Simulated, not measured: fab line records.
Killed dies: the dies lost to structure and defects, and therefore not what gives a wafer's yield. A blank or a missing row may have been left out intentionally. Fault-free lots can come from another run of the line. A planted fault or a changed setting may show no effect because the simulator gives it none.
Matching of chambers	flow n5-finfet	N5_BEOL_M3_STRIP_19 on rie-diel-06: 4 sister chambers
The step strips in O2. 20 wafers are shown with their chamber, then 10 later ones without.

WAFERS, EACH WITH ITS CHAMBER
wafer	chamber	drypump-motor-current-A (A)	throttle-valve-pct (%)	showerhead-plenum-p-Torr (Torr)
L075.2	2	6.04	16.83	2.10
L075.4	1	6.48	16.29	2.13
L075.6	3	5.78	17.05	2.09
L081.2	3	5.77	17.08	2.09
L081.4	1	6.48	16.31	2.13
L081.6	0	5.78	16.87	2.20
L082.1	3	5.76	17.05	2.09
L082.2	0	5.77	16.89	2.20
L082.6	0	5.81	16.88	2.20
L087.1	1	6.51	16.32	2.12
L087.4	0	5.78	16.91	2.20
L087.6	3	5.74	17.07	2.09
L088.1	0	5.78	16.89	2.20
L088.3	2	6.02	16.86	2.09
L088.6	2	6.03	16.88	2.09
L092.2	0	5.79	16.93	2.19
L092.3	1	6.51	16.34	2.12
L092.5	3	5.78	17.10	2.08
L093.3	1	6.49	16.35	2.12
L093.5	0	5.80	16.92	2.19

SIGNATURES (averages over the wafers above)
reading	chamber 0	chamber 1	chamber 2	chamber 3	scatter within a chamber
drypump-motor-current-A	5.7871	6.4940	6.0300	5.7660	0.0145
throttle-valve-pct	16.8986	16.3220	16.8567	17.0700	0.0227
showerhead-plenum-p-Torr	2.1971	2.1240	2.0933	2.0880	0.00506
Rule: for a wafer and a chamber, the distance is found by dividing, reading by reading, the gap between the wafer's reading and the chamber's mean by the reading's scatter, squaring, summing and taking the root. If the next closest chamber is less than 2 further off than the closest, the wafer can't be placed; otherwise it belongs to the closest. The scatter is the square root of a quotient: the sum, over the shown wafers, of each reading's squared deviation from its chamber's mean, divided by wafers minus chambers.

WAFERS WITH NO CHAMBER GIVEN
wafer	drypump-motor-current-A (A)	throttle-valve-pct (%)	showerhead-plenum-p-Torr (Torr)
L093.6	6.49	16.35	2.12
L094.1	5.78	16.92	2.19
L094.3	6.02	16.90	2.08
L094.5	5.78	16.93	2.19
L096.3	6.03	16.88	2.08
L096.5	5.78	17.09	2.08
L096.6	5.79	16.94	2.19
L097.1	6.02	16.90	2.08
L097.2	5.78	16.95	2.19
L097.6	6.46	16.36	2.12

CHAMBER TAKEN BY EACH
wafer	from the rows above	in truth
L093.6	1	1
L094.1	0	0
L094.3	2	2
L094.5	0	0
L096.3	2	2
L096.5	3	3
L096.6	0	0
L097.1	2	2
L097.2	0	0
L097.6	1	1
10 of 10 placed correctly. Not placeable from these rows: 0. Wrongly placed: 0.
